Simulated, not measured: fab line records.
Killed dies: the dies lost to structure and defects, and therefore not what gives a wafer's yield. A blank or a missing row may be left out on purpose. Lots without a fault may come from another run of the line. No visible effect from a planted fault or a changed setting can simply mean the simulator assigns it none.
The tool behind it: which one? :: flow nandHarc :: 45 wafers sampled from 15 lots at 1 step of a route of 1159

## WHAT THE GAUGES READ, wafer by wafer
NHARC_P_CONTACT_CD_MEAS_12: the cd target is 90 nm. Usual: cdNm reads 90.4 nm (standard deviation 0.82).
lot: L156
measured: day 5 11:43
on: cdSem-03
cdNm (nm): 89.7 89.6 89.6
flag: 

lot: L157
measured: day 5 22:07
on: cdSem-02
cdNm (nm): 89.6 89.9 89.3
flag: 

lot: L158
measured: day 6 09:59
on: cdSem-02
cdNm (nm): 90.8 89.6 90.4
flag: 

lot: L165
measured: day 8 01:07
on: cdSem-03
cdNm (nm): 90.3 90.1 90.7
flag: 

lot: L164
measured: day 8 01:50
on: cdSem-02
cdNm (nm): 89.7 89.8 90.3
flag: 

lot: L168
measured: day 9 10:52
on: cdSem-03
cdNm (nm): 91.0 90.1 92.0
flag: 

lot: L166
measured: day 9 11:20
on: cdSem-03
cdNm (nm): 91.1 91.3 90.3
flag: 

lot: L167
measured: day 9 13:31
on: cdSem-03
cdNm (nm): 89.9 90.9 90.9
flag: 

lot: L169
measured: day 9 16:39
on: cdSem-03
cdNm (nm): 91.5 90.1 90.9
flag: 

lot: L173
measured: day 10 00:32
on: cdSem-02
cdNm (nm): 88.6 89.4 90.2
flag: 

lot: L171
measured: day 10 06:41
on: cdSem-03
cdNm (nm): 89.5 90.1 89.9
flag: 

lot: L174
measured: day 10 07:24
on: cdSem-02
cdNm (nm): 91.2 89.2 91.1
flag: 

lot: L176
measured: day 10 13:31
on: cdSem-03
cdNm (nm): 88.7 89.6 88.9
flag: 

lot: L177
measured: day 10 19:23
on: cdSem-02
cdNm (nm): 91.5 89.6 90.3
flag: 

lot: L178
measured: day 10 20:29
on: cdSem-03
cdNm (nm): 91.5 91.4 90.6
flag: 

## EACH LOT AND THE TOOL THAT RAN IT (in order: tool; ch and the chambers of the sampled wafers; start)
No process step before these readings appears in the record.

## AS READ BY THE TOOLS THEMSELVES (means over the sampled wafers that have a number; for cases with no such wafer, the mark the record gives instead)
The record holds no such reading with a usual standard deviation.

## THE ANSWER, worked out from the rows above alone
Rule: lot off if the mean of its wafers having a number is beyond 3 standard deviations from the usual mean. Also off: a lot with no number at a reading for which 4 or more lots have one. Any other lot the step has rows for is counted as sound. The gauges are gone through in route order, then the tools' own readings, and for those a lot's mean is taken as printed above. At the first step where some lot is off, the reading lying furthest off is the one used; lots without a number count as furthest.
Across all readings shown, no lot is off: no conclusion can be drawn from this.

## WHAT HAD BEEN PUT IN BY THE SIMULATOR
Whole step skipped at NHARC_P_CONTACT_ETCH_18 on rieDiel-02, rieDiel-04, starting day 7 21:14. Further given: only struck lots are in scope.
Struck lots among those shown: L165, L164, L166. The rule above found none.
